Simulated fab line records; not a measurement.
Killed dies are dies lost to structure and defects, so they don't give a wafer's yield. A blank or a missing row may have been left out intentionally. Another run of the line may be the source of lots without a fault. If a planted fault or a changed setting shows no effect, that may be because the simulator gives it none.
Split-lot trial :: flow n5-finfet :: 21 wafers read from 7 lots, route of 1938 steps

## ON THE SPLIT
At N5_BEOL_M4_COAT_22 (resist thk 30 nm), the setting spin-rpm was moved away from the recipe's 1500 rpm on 7 of the 21 wafers read, by -3.1% to +6.7%. For the rest of the wafers, this setting stayed at what the recipe calls for.

## FROM THE SPLIT TO THE READING: what the file shows between them, 5 steps
- N5_BEOL_M4_EBR_24
- N5_BEOL_M4_SOFTBAKE_23: time 60 s
- N5_BEOL_M4_EXPOSE_25: exposes mask V3, defocus 5 nm
- N5_BEOL_M4_PEB_26: peb time 60 s
- N5_BEOL_M4_DEVELOP_27: develop time 30 s

## THE READING
CAR-EUV_of_BEOL_M4_COAT_22.thk-nm (the simulator's own value, which no gauge read), in nm, at N5_BEOL_M4_DESCUM_33 (chemistry O2, time 7 s). No usual value for it is given in the file. The 14 wafers here that ran the recipe average 26.1 nm, standard deviation 0.15 nm.

wafer: L074.3
tool, chamber at the split: litho-track-01, 0
spin-rpm as run, rpm: 1583
against the recipe: +5.5%
CAR-EUV_of_BEOL_M4_COAT_22.thk-nm, nm: 25.4
against lot-mates on the recipe: -0.8

wafer: L074.5
tool, chamber at the split: litho-track-01, 0
spin-rpm as run, rpm: 1500
against the recipe: recipe
CAR-EUV_of_BEOL_M4_COAT_22.thk-nm, nm: 26.2
against lot-mates on the recipe: -

wafer: L074.6
tool, chamber at the split: litho-track-01, 0
spin-rpm as run, rpm: 1500
against the recipe: recipe
CAR-EUV_of_BEOL_M4_COAT_22.thk-nm, nm: 26.2
against lot-mates on the recipe: -

wafer: L079.1
tool, chamber at the split: litho-track-05, 0
spin-rpm as run, rpm: 1500
against the recipe: recipe
CAR-EUV_of_BEOL_M4_COAT_22.thk-nm, nm: 26.2
against lot-mates on the recipe: -

wafer: L079.2
tool, chamber at the split: litho-track-05, 0
spin-rpm as run, rpm: 1500
against the recipe: recipe
CAR-EUV_of_BEOL_M4_COAT_22.thk-nm, nm: 26.2
against lot-mates on the recipe: -

wafer: L079.4
tool, chamber at the split: litho-track-05, 0
spin-rpm as run, rpm: 1500
against the recipe: recipe
CAR-EUV_of_BEOL_M4_COAT_22.thk-nm, nm: 26
against lot-mates on the recipe: -

wafer: L081.2
tool, chamber at the split: litho-track-05, 0
spin-rpm as run, rpm: 1560
against the recipe: +4.0%
CAR-EUV_of_BEOL_M4_COAT_22.thk-nm, nm: 25.4
against lot-mates on the recipe: -0.8

wafer: L081.4
tool, chamber at the split: litho-track-05, 0
spin-rpm as run, rpm: 1500
against the recipe: recipe
CAR-EUV_of_BEOL_M4_COAT_22.thk-nm, nm: 26.2
against lot-mates on the recipe: -

wafer: L081.6
tool, chamber at the split: litho-track-05, 0
spin-rpm as run, rpm: 1560
against the recipe: +4.0%
CAR-EUV_of_BEOL_M4_COAT_22.thk-nm, nm: 25.6
against lot-mates on the recipe: -0.6

wafer: L082.2
tool, chamber at the split: litho-track-01, 0
spin-rpm as run, rpm: 1454
against the recipe: -3.1%
CAR-EUV_of_BEOL_M4_COAT_22.thk-nm, nm: 26.6
against lot-mates on the recipe: +0.4

wafer: L082.3
tool, chamber at the split: litho-track-01, 0
spin-rpm as run, rpm: 1454
against the recipe: -3.1%
CAR-EUV_of_BEOL_M4_COAT_22.thk-nm, nm: 26.6
against lot-mates on the recipe: +0.4

wafer: L082.6
tool, chamber at the split: litho-track-01, 0
spin-rpm as run, rpm: 1500
against the recipe: recipe
CAR-EUV_of_BEOL_M4_COAT_22.thk-nm, nm: 26.2
against lot-mates on the recipe: -

wafer: L084.2
tool, chamber at the split: litho-track-01, 0
spin-rpm as run, rpm: 1500
against the recipe: recipe
CAR-EUV_of_BEOL_M4_COAT_22.thk-nm, nm: 25.8
against lot-mates on the recipe: -

wafer: L084.5
tool, chamber at the split: litho-track-01, 0
spin-rpm as run, rpm: 1500
against the recipe: recipe
CAR-EUV_of_BEOL_M4_COAT_22.thk-nm, nm: 25.8
against lot-mates on the recipe: -

wafer: L084.4
tool, chamber at the split: litho-track-01, 0
spin-rpm as run, rpm: 1500
against the recipe: recipe
CAR-EUV_of_BEOL_M4_COAT_22.thk-nm, nm: 26
against lot-mates on the recipe: -

wafer: L086.2
tool, chamber at the split: litho-track-05, 0
spin-rpm as run, rpm: 1500
against the recipe: recipe
CAR-EUV_of_BEOL_M4_COAT_22.thk-nm, nm: 26.2
against lot-mates on the recipe: -

wafer: L086.4
tool, chamber at the split: litho-track-05, 0
spin-rpm as run, rpm: 1500
against the recipe: recipe
CAR-EUV_of_BEOL_M4_COAT_22.thk-nm, nm: 26
against lot-mates on the recipe: -

wafer: L086.6
tool, chamber at the split: litho-track-05, 0
spin-rpm as run, rpm: 1500
against the recipe: recipe
CAR-EUV_of_BEOL_M4_COAT_22.thk-nm, nm: 26
against lot-mates on the recipe: -

wafer: L096.1
tool, chamber at the split: litho-track-04, 0
spin-rpm as run, rpm: 1500
against the recipe: recipe
CAR-EUV_of_BEOL_M4_COAT_22.thk-nm, nm: 26.2
against lot-mates on the recipe: -

wafer: L096.4
tool, chamber at the split: litho-track-04, 0
spin-rpm as run, rpm: 1600
against the recipe: +6.7%
CAR-EUV_of_BEOL_M4_COAT_22.thk-nm, nm: 25.2
against lot-mates on the recipe: -1.0

wafer: L096.5
tool, chamber at the split: litho-track-04, 0
spin-rpm as run, rpm: 1600
against the recipe: +6.7%
CAR-EUV_of_BEOL_M4_COAT_22.thk-nm, nm: 25
against lot-mates on the recipe: -1.2

FIT RESULTS
A straight line over all 21 wafers: CAR-EUV_of_BEOL_M4_COAT_22.thk-nm changes by -0.147 nm for each +1% of spin-rpm; r = -0.95; the points scatter about the line by 0.14 nm.
The same after taking each lot's own level away (the mean of its wafers on the recipe; 21 wafers): -0.157 nm for each +1%; r = -0.98; scatter 0.088 nm.
That fit puts the effect of the largest move of spin-rpm on the reading at 1 nm.
Across the lots, their own levels run from 25.87 to 26.20 nm, a range of 2.3 times the standard deviation given above.
The two slopes are in agreement: the lot-to-lot level therefore moves the slope only a little.
Check: with one of the wafers moved furthest among these (+6.7%) left out of the fit, the line predicts -1.09 nm for it against its lot-mates. Against them it came out at -1 nm.

## THE OTHER SPLITS THESE WAFERS WENT THROUGH
Note: prior to the reading, these wafers also went through further splits. Each is held against what the fit with the lots' levels taken away leaves over:
other split on the same wafers: N5_BEOL_M2_EXPOSE_08 dose-mj
wafers away from the commonest value: 7
r with CAR-EUV_of_BEOL_M4_COAT_22.thk-nm (lot level and that fit taken away): -0.02

other split on the same wafers: N5_BEOL_M3_COAT_22 spin-rpm
wafers away from the commonest value: 8
r with CAR-EUV_of_BEOL_M4_COAT_22.thk-nm (lot level and that fit taken away): -0.16

other split on the same wafers: N5_BEOL_M4_COAT_67 spin-rpm
wafers away from the commonest value: 9
r with CAR-EUV_of_BEOL_M4_COAT_22.thk-nm (lot level and that fit taken away): -0.23

## THE WHOLE CHAIN: every reading that the file lists as answering this split, in the file's order
step: N5_BEOL_M4_COAT_22
what it does: resist thk 30 nm
reading: CAR-EUV_of_BEOL_M4_COAT_22.thk-nm (the simulator's own value, which no gauge read)
change (the file's fit): -0.149 nm for each +1% of the setting
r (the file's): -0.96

step: N5_BEOL_M4_DEVELOP_27
what it does: develop time 30 s
reading: CAR-EUV_of_BEOL_M4_COAT_22.thk-nm (the simulator's own value, which no gauge read)
change (the file's fit): -0.143 nm for each +1% of the setting
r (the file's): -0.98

step: N5_BEOL_M4_DESCUM_33
what it does: chemistry O2, time 7 s
reading: CAR-EUV_of_BEOL_M4_COAT_22.thk-nm (the simulator's own value, which no gauge read)
change (the file's fit): -0.157 nm for each +1% of the setting
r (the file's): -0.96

## THE FILE'S OWN FIT
CAR-EUV_of_BEOL_M4_COAT_22.thk-nm changes by -0.157 nm for each +1% of spin-rpm, r = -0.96.
